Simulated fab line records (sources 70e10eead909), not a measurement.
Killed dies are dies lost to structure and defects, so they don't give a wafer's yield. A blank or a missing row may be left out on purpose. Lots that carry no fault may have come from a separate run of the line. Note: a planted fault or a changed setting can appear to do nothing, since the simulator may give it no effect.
fab line records	flow nandHarc
[record] lots = 12	wafers = 36	lastDay = 33
route steps=1302 shown P_STI@98 THIN_TSV@1261 END@1301
lots with no fault: from the same line, run without faults
startH: hours from the record's opening day to when the first of the lot's shown wafers began	waitH: hours since the lot's step before	" as in the row above	L1.1+2: several wafers, shown together as one row	- no value present, or no start provided	* or withheld: withheld	< > ~ a bound
route shown NAME@n: a module of which the file shows steps, and the number in the route of the first	usual: mean and standard deviation over wafers with no fault	same: alike in all rows	chamber/n: place in a boat	sites: per-site readings	_std_site: standard deviation across them	_edge_site: outer sites' mean less inner sites'	radiusMm: for every site, how far away it sits from the centre of the wafer	mask NAME#n: copy n	behind: the most recent tool/chamber to have shaped the wafer	hold: why the lot was held/for how many hours/how that ended	device: the n, p or np transistor that did not switch	end of line: the route-end tests of the same wafers	where a step has no rows: the recipe by itself	killed: dies that structure and defects cost at the first sort, which is not the same as the wafer's yield	map: dies across one wafer; x = killed, . = not, _ = none there
set.NAME: the setting that was run; set.NAME@STEP: the one run at that earlier step	model.NAME: the simulator's own value behind a step, which no gauge read
a sample of lots followed through the steps of the route, with each step as a table and each wafer as a row
services: from which hour (startH, from the record's first day; less than 0 if before it) a tool's chamber was out of use, for how many hours, and why
[[steps]]
[step NHARC_P_STI_HDPCVD_20]
[recipe] targetThkA = withheld	sigmaOpenFrac = withheld	material = SiO2
lot.wafer	tool	chamber	startH	waitH
L683.2+6+5	hdpcvd-01	0,1,0	52.66	0.5
L686.2+3+6	hdpcvd-01	0,1,1	83.99	0.4
L687.1+2+3	hdpcvd-01	1,0,1	92.31	0.4
L693.3+4+5	hdpcvd-01	1,0,1	154.75	0.5
L694.2+1+6	hdpcvd-01	1,0,1	163.32	0.4
L695.2+3+5	hdpcvd-01	1,0,0	172.44	0.4
L698.2+3+5	hdpcvd-01	1,1,0	203.15	0.4
L702.2+1+4	hdpcvd-01	0,1,1	244.45	0.4
L703.2+4+5	hdpcvd-01	0,1,1	255.23	0.5
L704.2+3+6	hdpcvd-01	1	265.30	0.5
L705.2+3+5	hdpcvd-01	0	272.41	0.5
L706.3+5+6	hdpcvd-01	0,0,1	285.23	0.5
[step NHARC_THIN_TSV_DESCUM_14]
[recipe] timeS = 3	o2FlowSccm = 200	arFlowSccm = 0	biasPowerW = 0	chemistry = O2
[usual] drypumpMotorCurrentA = 5.9/0.41	oesProductAu = 0.998/0.011	rfVppV = 57.7/0.93	showerheadPlenumPTorr = 1.92/0.059	throttleValvePct = 11.311/0.009
lot.wafer	tool	chamber	startH	waitH	drypumpMotorCurrentA	oesProductAu	rfHoursCounterH	rfVppV	showerheadPlenumPTorr	throttleValvePct
L683.2	rieDiel-11	2	527.81	-	6.0	0.984	2.8	57.0	1.95	11.313
L683.5	"	2	"	"	6.0	0.979	-	58.1	1.95	11.314
L683.6	"	3	"	"	5.5	0.991	-	58.9	1.96	11.320
L686.2	rieDiel-07	2	560.75	-	6.0	0.999	4.0	56.5	1.77	11.320
L686.3	"	1	"	"	5.9	0.973	4.2	57.1	1.83	11.313
L686.6	"	2	"	"	6.0	0.984	-	56.7	1.77	11.317
L687.3	rieDiel-07	0	582.66	-	6.8	1.013	5.2	57.3	1.91	11.321
L687.2	"	1	"	"	5.9	0.991	5.2	57.8	1.82	11.310
L687.1	"	3	"	"	5.9	1.007	5.0	56.6	1.96	11.317
L698.3	rieDiel-03	2	676.47	-	6.3	1.000	1.6	58.6	1.98	11.312
L698.2	"	3	"	"	5.7	0.992	1.8	57.6	1.90	11.311
L698.5	"	3	"	"	5.7	1.007	-	59.0	1.90	11.317
L702.1	rieDiel-07	0	728.00	-	6.8	0.999	4.2	56.3	1.91	11.311
L702.2	"	1	"	"	5.9	0.989	4.1	57.4	1.82	11.317
L702.4	"	3	"	"	5.9	0.997	4.2	57.3	1.96	11.301
L704.2	rieDiel-11	2	746.72	-	6.0	0.975	6.7	59.5	1.95	11.298
L704.3	"	3	"	"	5.6	0.992	7.2	57.2	1.95	11.319
L704.6	"	1	"	"	6.3	1.001	-	57.8	1.91	11.312
L703.4	rieDiel-11	0	756.01	-	5.2	1.006	8.3	56.7	1.84	11.306
L703.2	"	3	"	"	5.5	0.992	8.7	58.0	1.95	11.303
L703.5	"	1	"	"	6.3	0.999	-	57.3	1.91	11.324
L705.3	rieDiel-03	2	764.10	-	6.3	1.001	7.3	57.2	1.98	11.310
L705.2	"	3	"	"	5.7	0.984	7.3	56.7	1.90	11.326
L705.5	"	1	"	"	5.9	1.005	-	58.4	1.99	11.319
L706.3	rieDiel-03	3	777.58	-	5.7	1.001	7.8	56.4	1.90	11.317
L706.6	"	3	"	"	5.6	1.001	-	57.2	1.90	11.305
L706.5	"	0	"	"	5.2	1.014	-	56.0	1.91	11.309
[step NHARC_THIN_TSV_STRIP_62]
[recipe] powerW = 1500	tempC = 250	timeS = 20	chemistry = N2/H2
[usual] drypumpMotorCurrentA = 5.45/0.28	heaterPowerW = 327/9.5
lot.wafer	tool	chamber	startH	waitH	drypumpMotorCurrentA	heaterPowerW	rfHoursCounterH
L683.2	plasmaAsher-02	0	530.35	-	5.27	327	22
L683.6	"	0	"	"	5.30	325	-
L683.5	"	1	"	"	6.07	314	-
L686.2	plasmaAsher-01	0	563.28	-	5.41	319	6
L686.3	"	0	"	"	5.41	325	-
L686.6	"	1	"	"	5.29	327	-
L687.2	plasmaAsher-02	0	585.10	-	5.25	325	34
L687.1	"	1	"	"	6.12	299	34
L687.3	"	1	"	"	6.13	306	-
L698.2	plasmaAsher-01	1	678.91	-	5.29	330	30
L698.3	"	1	"	"	5.28	331	-
L698.5	"	1	"	"	5.27	323	-
L702.2	plasmaAsher-01	0	730.45	-	5.40	343	5
L702.1	"	1	"	"	5.31	318	5
L702.4	"	0	"	"	5.40	327	-
L704.2	plasmaAsher-01	0	749.16	-	5.40	341	8
L704.3	"	1	"	"	5.29	327	-
L704.6	"	1	"	"	5.27	319	-
L703.2	plasmaAsher-02	1	758.57	-	6.12	316	32
L703.4	"	0	"	"	5.27	347	-
L703.5	"	1	"	"	6.13	313	-
L705.2	plasmaAsher-01	1	766.52	-	5.29	328	11
L705.3	"	1	"	"	5.31	320	-
L705.5	"	0	"	"	5.41	339	-
L706.3	plasmaAsher-01	0	780.09	-	5.40	339	-
L706.6	"	1	"	"	5.27	322	-
L706.5	"	0	"	"	5.41	338	-
[step NHARC_END_WLT_00]
[usual] VT_DECK1_BOTTOM = 0.871/0.0074	VT_DECK1_BOTTOM_INNER = 0.871/0.0077	VT_DECK1_MEDIAN_NEAR_BOTTOM = 0.873/0.008	VT_DECK1_MEDIAN_NEAR_BOTTOM_INNER = 0.872/0.0072	VT_DECK1_MIDDLE = 0.884/0.0074	VT_DECK1_MIDDLE_INNER = 0.884/0.0076	VT_DECK1_TOP = 0.896/0.0074	VT_DECK1_TOP_INNER = 0.896/0.0075	VT_DECK2_BOTTOM = 0.868/0.0067	VT_DECK2_BOTTOM_INNER = 0.868/0.0071	VT_DECK2_MEDIAN_NEAR_BOTTOM = 0.868/0.0071	VT_DECK2_MEDIAN_NEAR_BOTTOM_INNER = 0.868/0.0065	VT_DECK2_MIDDLE = 0.880/0.0069	VT_DECK2_MIDDLE_INNER = 0.880/0.0067	VT_DECK2_TOP = 0.893/0.0063	VT_DECK2_TOP_INNER = 0.892/0.0067
lot.wafer	tool	chamber	startH	waitH	VT_DECK1_BOTTOM	VT_DECK1_BOTTOM_INNER	VT_DECK1_MEDIAN_NEAR_BOTTOM	VT_DECK1_MEDIAN_NEAR_BOTTOM_INNER	VT_DECK1_MIDDLE	VT_DECK1_MIDDLE_INNER	VT_DECK1_TOP	VT_DECK1_TOP_INNER	VT_DECK2_BOTTOM	VT_DECK2_BOTTOM_INNER	VT_DECK2_MEDIAN_NEAR_BOTTOM	VT_DECK2_MEDIAN_NEAR_BOTTOM_INNER	VT_DECK2_MIDDLE	VT_DECK2_MIDDLE_INNER	VT_DECK2_TOP	VT_DECK2_TOP_INNER
L683.2	prober-02	-	540.32	0.6	0.876	0.870	0.867	0.876	0.879	0.890	0.893	0.885	0.868	0.874	0.873	0.874	0.884	0.882	0.886	0.898
L683.5	"	-	541.82	2.1	0.865	0.869	0.872	0.875	0.878	0.877	0.892	0.890	0.873	0.877	0.874	0.876	0.887	0.878	0.908	0.886
L683.6	"	-	"	"	0.864	0.871	0.879	0.871	0.885	0.886	0.900	0.896	0.874	0.864	0.862	0.863	0.876	0.874	0.881	0.898
L686.2	prober-01	-	584.54	8.3	0.859	0.860	0.865	0.865	0.876	0.879	0.893	0.897	0.868	0.874	0.871	0.873	0.883	0.882	0.894	0.899
L686.3	"	-	"	"	0.870	0.870	0.874	0.873	0.880	0.876	0.880	0.893	0.868	0.871	0.865	0.873	0.885	0.881	0.903	0.891
L686.6	"	-	586.53	10.3	0.867	0.873	0.873	0.875	0.884	0.886	0.894	0.894	0.876	0.867	0.869	0.867	0.879	0.879	0.892	0.896
L687.1	prober-01	-	593.31	0.0	0.877	0.882	0.885	0.887	0.893	0.887	0.907	0.910	0.870	0.872	0.885	0.883	0.893	0.887	0.897	0.901
L687.2	"	-	"	"	0.887	0.883	0.883	0.877	0.907	0.895	0.897	0.909	0.874	0.866	0.872	0.867	0.891	0.888	0.898	0.897
L687.3	"	-	"	"	0.873	0.881	0.880	0.871	0.891	0.889	0.909	0.900	0.875	0.877	0.882	0.880	0.893	0.892	0.898	0.902
L698.2	prober-01	-	688.80	0.5	0.882	0.875	0.889	0.875	0.887	0.891	0.905	0.907	0.877	0.869	0.877	0.875	0.887	0.886	0.896	0.901
L698.3	"	-	"	"	0.887	0.881	0.891	0.880	0.894	0.892	0.905	0.900	0.867	0.873	0.873	0.872	0.883	0.888	0.904	0.899
L698.5	"	-	690.31	2.0	0.883	0.874	0.874	0.876	0.888	0.898	0.899	0.901	0.867	0.875	0.874	0.874	0.884	0.893	0.898	0.893
L702.1	prober-01	-	739.89	0.0	0.874	0.877	0.872	0.883	0.888	0.887	0.905	0.904	0.866	0.868	0.863	0.862	0.879	0.881	0.885	0.890
L702.2	"	-	"	"	0.876	0.871	0.877	0.882	0.889	0.885	0.901	0.894	0.870	0.861	0.866	0.873	0.883	0.878	0.891	0.885
L702.4	"	-	"	"	0.877	0.874	0.872	0.874	0.882	0.889	0.899	0.899	0.872	0.863	0.852	0.869	0.878	0.872	0.892	0.890
L704.2	prober-01	-	759.11	0.5	0.871	0.872	0.873	0.872	0.877	0.885	0.901	0.895	0.865	0.858	0.866	0.874	0.886	0.878	0.894	0.895
L704.3	"	-	"	"	0.869	0.873	0.872	0.868	0.885	0.888	0.897	0.898	0.874	0.878	0.879	0.872	0.883	0.887	0.895	0.904
L704.6	"	-	761.08	2.5	0.870	0.866	0.861	0.877	0.893	0.883	0.902	0.890	0.863	0.873	0.868	0.860	0.887	0.881	0.891	0.894
L703.2	prober-02	-	768.74	0.6	0.868	0.870	0.876	0.873	0.882	0.895	0.898	0.899	0.866	0.880	0.873	0.875	0.883	0.885	0.891	0.903
L703.4	"	-	"	"	0.874	0.872	0.871	0.870	0.886	0.881	0.896	0.899	0.868	0.874	0.868	0.866	0.884	0.882	0.891	0.897
L703.5	"	-	"	"	0.872	0.875	0.886	0.883	0.883	0.896	0.902	0.896	0.872	0.879	0.873	0.875	0.890	0.880	0.897	0.902
L705.2	prober-01	-	776.52	0.5	0.883	0.879	0.894	0.884	0.894	0.905	0.901	0.911	0.880	0.882	0.880	0.878	0.894	0.897	0.897	0.898
L705.3	"	-	"	"	0.874	0.869	0.868	0.876	0.886	0.890	0.903	0.907	0.875	0.875	0.882	0.873	0.892	0.887	0.897	0.897
L705.5	"	-	"	"	0.876	0.873	0.882	0.880	0.894	0.887	0.902	0.910	0.883	0.879	0.875	0.883	0.887	0.893	0.907	0.899
L706.3	prober-02	-	790.48	1.1	0.870	0.879	0.877	0.869	0.890	0.879	0.893	0.893	0.863	0.866	0.865	0.861	0.872	0.885	0.889	0.878
L706.5	"	-	791.48	2.1	0.873	0.859	0.861	0.873	0.882	0.887	0.901	0.900	0.861	0.865	0.858	0.869	0.875	0.872	0.884	0.886
L706.6	"	-	"	"	0.869	0.864	0.867	0.872	0.885	0.879	0.891	0.896	0.862	0.864	0.866	0.866	0.876	0.873	0.885	0.884
[step NHARC_END_SORT_01]
[recipe] tempC = 25
[usual] killedAtArray = 53/19	killedAtOther = 0.7/1.1	killedAtPeriphery = 4.2/2.7	killedDies = 58/18	killedOpen = 3.1/1.9	killedShort = 2.5/1.6
[same] grossDies = 677
lot.wafer	tool	chamber	startH	waitH	killedAtArray	killedAtOther	killedAtPeriphery	killedDies	killedOpen	killedShort
L695.2	prober-01	0	663.29	2.8	90	2	585	677	4	3
L695.3	prober-01	0	664.09	3.1	84	1	592	677	2	0
L695.5	prober-01	0	665.69	3.7	89	2	586	677	1	3
L693.3	prober-02	0	664.05	3.1	38	0	639	677	2	4
L693.4	prober-02	0	664.85	3.4	51	1	625	677	1	1
L693.5	prober-02	0	665.65	3.7	38	3	636	677	3	1
L694.1	prober-02	0	670.22	2.5	62	0	615	677	4	1
L694.2	prober-02	0	671.02	2.8	62	0	615	677	3	2
L694.6	prober-02	0	674.21	4.0	43	2	632	677	7	3
// killed by level:class
L695.2 P_STI:areaHdpcvd=577 A_SLIT:chamberFilmFlake=26 A_CHANNEL_HOLE_D2:chamberFilmFlake=23 A_CHANNEL_HOLE_D1:chamberFilmFlake=22 P_ZERO_WELL:chamberFilmFlake=6 A_BONDPAD:chamberFilmFlake=4 A_CONTACT:chamberFilmFlake=4 P_BONDPAD:chamberFilmFlake=2
L693.3 P_STI:areaHdpcvd=631 A_CHANNEL_HOLE_D1:chamberFilmFlake=18 A_STAIRCASE:chamberFilmFlake=6 P_M1:chamberFilmFlake=6 A_CONTACT:chamberFilmFlake=3 A_ONON_D2:geometricParticle:short=2 A_CHANNEL_HOLE_D2:chamberFilmFlake=2 A_DECK1_JOINT:chamberFilmFlake=2
L695.3 P_STI:areaHdpcvd=583 A_CHANNEL_HOLE_D1:chamberFilmFlake=36 A_SLIT:chamberFilmFlake=26 A_CHANNEL_HOLE_D2:chamberFilmFlake=8 A_CONTACT:chamberFilmFlake=7 P_ZERO_WELL:chamberFilmFlake=5 A_BONDPAD:chamberFilmFlake=4 P_BONDPAD:chamberFilmFlake=3
L693.4 P_STI:areaHdpcvd=624 A_CHANNEL_HOLE_D1:chamberFilmFlake=34 A_CONTACT:chamberFilmFlake=4 A_BONDPAD:chamberFilmFlake=3 A_CHANNEL_FILL_D2:chamberFilmFlake=2 A_STAIRCASE:chamberFilmFlake=2 A_CHANNEL_HOLE_D2:geometricParticle:open=1 A_WL_FILL:geometricParticle:short=1
L693.5 P_STI:areaHdpcvd=628 A_CHANNEL_HOLE_D1:chamberFilmFlake=26 P_M1:chamberFilmFlake=6 A_STAIRCASE:chamberFilmFlake=4 THIN_TSV:chamberFilmFlake=3 A_M0:geometricParticle:open=2 P_CONTACT:chamberFilmFlake=2 A_WL_FILL:chamberFilmFlake=2
L695.5 P_STI:areaHdpcvd=582 A_SLIT:chamberFilmFlake=34 A_CHANNEL_HOLE_D1:chamberFilmFlake=33 A_CHANNEL_HOLE_D2:chamberFilmFlake=14 P_BONDPAD:chamberFilmFlake=3 A_CONTACT:chamberFilmFlake=3 THIN_TSV:chamberFilmFlake=2 P_M0:geometricParticle:short=1
L694.1 P_STI:areaHdpcvd=613 A_SLIT:chamberFilmFlake=26 A_CHANNEL_HOLE_D2:chamberFilmFlake=22 A_CHANNEL_HOLE_D1:chamberFilmFlake=5 A_M0:geometricParticle:open=2 A_STAIRCASE:chamberFilmFlake=2 A_CONTACT:chamberFilmFlake=2 P_CONTACT:geometricParticle:open=1
L694.2 P_STI:areaHdpcvd=614 A_SLIT:chamberFilmFlake=37 A_CHANNEL_HOLE_D2:chamberFilmFlake=15 A_ONON_D1:geometricParticle:short=1 A_ONON_D2:geometricParticle:short=1 A_ONON_D2:geometricParticle:open=1 A_SGD_CUT:geometricParticle:open=1 A_BLC:geometricParticle:open=1
L694.6 P_STI:areaHdpcvd=630 A_SLIT:chamberFilmFlake=20 A_CHANNEL_HOLE_D2:chamberFilmFlake=6 A_BONDPAD:chamberFilmFlake=3 A_WL_FILL:geometricParticle:open=2 A_STAIRCASE:chamberFilmFlake=2 P_CONTACT:geometricParticle:open=1 A_SOURCE_PLATE:geometricParticle:short=1
[[services]]
tool	chamber	startH	hours	kind
rieDiel-07	0	35.24	22.3	repair
rieDiel-07	2	47.47	1.7	repair
plasmaAsher-01	-	49.12	15.0	repair
rieDiel-07	2	61.63	3.9	repair
plasmaAsher-02	-	72.00	9.0	pm
rieDiel-11	-	78.53	9.0	pm
plasmaAsher-01	-	85.75	2.9	repair
rieDiel-07	-	86.63	1.0	repair
rieDiel-11	3	102.29	3.4	repair
plasmaAsher-01	-	103.63	12.6	repair
plasmaAsher-01	-	165.00	9.0	pm
hdpcvd-01	-	185.00	13.0	pm
hdpcvd-01	-	232.44	0.8	repair
plasmaAsher-01	-	298.94	0.4	repair
hdpcvd-01	-	366.00	13.0	pm
plasmaAsher-01	-	519.56	9.0	pm
hdpcvd-01	-	547.00	13.0	pm
plasmaAsher-01	-	556.06	3.8	repair
plasmaAsher-01	-	608.42	3.0	repair
plasmaAsher-01	-	643.22	4.4	repair
hdpcvd-01	-	672.51	0.9	repair
plasmaAsher-01	-	696.56	9.0	pm
hdpcvd-01	-	728.00	13.0	pm
plasmaAsher-01	-	756.71	3.0	repair
[[key]]
[firstSign] step = NHARC_END_SORT_01	reading = killedAtPeriphery	direction = up	sigmas = 99+	usual = 4.2	struck = 613.9
[effect] step = NHARC_END_SORT_01	reading = killedDies	direction = up	sigmas = 34	usual = 58	struck = 677
[moreKillsBornAt] NHARC_P_STI_HDPCVD_20@hdpcvd-01 = 5482
metAt NHARC_P_STI_HDPCVD_20
struckLots L693,L694,L695
laterRowsLeftOut L693.3,L693.4,L693.5,L694.1,L694.2,L694.6,L695.2,L695.3,L695.5
testerLeftOut L693,L694,L695
notActingAt NHARC_THIN_TSV_DESCUM_14,NHARC_THIN_TSV_STRIP_62,NHARC_END_WLT_00
onsetBetween 92.31 154.75
[fault] kind = skippedStepWhole	tool = hdpcvd-01	chamber = -	onsetH = 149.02	steps = NHARC_P_STI_HDPCVD_20	scope = struckLotsOnly
// testerLeftOut: of these lots the tester's yield and bins aren't shown, on N5 and GAA mostly nor the transistor test; their killed dies are dies lost to structure and defects alone, not to doping, threshold or leakage, so they don't give the yield
// laterRowsLeftOut: the simulator's readings of these wafers behind a module that went badly wrong aren't trusted and aren't shown, but for the sort
